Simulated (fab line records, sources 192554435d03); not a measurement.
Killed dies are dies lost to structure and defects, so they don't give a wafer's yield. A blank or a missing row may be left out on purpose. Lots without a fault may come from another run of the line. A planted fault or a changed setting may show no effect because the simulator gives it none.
Chamber matching | flow n5_finfet | N5_HKMG_FIN_ETCH_32 on rie_diel-03: 4 sister chambers
The step etches SOC in N2/H2, target depth 240 nm, time 300 s. 4 wafers are shown with their chamber, then 10 later ones without.

WAFERS WITH THEIR CHAMBER
wafer  | chamber | showerhead_plenum_p_Torr (Torr)
L085.1 | 1       | 2.66
L091.4 | 0       | 2.52
L092.2 | 2       | 2.42
L092.3 | 3       | 2.40

WAFERS WITHOUT THEIR CHAMBER
wafer  | showerhead_plenum_p_Torr (Torr)
L092.4 | 2.52
L094.3 | 2.40
L094.4 | 2.65
L094.6 | 2.65
L095.4 | 2.42
L095.5 | 2.42
L095.6 | 2.65
L096.1 | 2.40
L096.2 | 2.52
L096.6 | 2.41

WHICH CHAMBER EACH WENT THROUGH
wafer  | from the rows above     | in truth
L092.4 | 0                       | 0
L094.3 | 3                       | 3
L094.4 | 1                       | 1
L094.6 | 1                       | 1
L095.4 | 2                       | 2
L095.5 | 2                       | 2
L095.6 | 1                       | 1
L096.1 | 3                       | 3
L096.2 | 0                       | 0
L096.6 | can't be placed: 2 or 3 | 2
Placed correctly: 9 of 10. Can't be placed from these rows: 1 (the true chamber is among the candidates in 1). Placed wrongly: 0.
How it was worked out, from the rows above alone: a wafer's distance from a chamber is the root of the sum, over the readings, of the square of ((its reading less the chamber's mean) divided by the reading's scatter). The wafer belongs to the nearest chamber; if the next one is less than 2 further off, it can't be placed. A chamber's mean is the mean of its shown wafers. The scatter: with one shown wafer a chamber, the root of the mean of the squares of how far each hidden wafer lies from its nearest shown one.
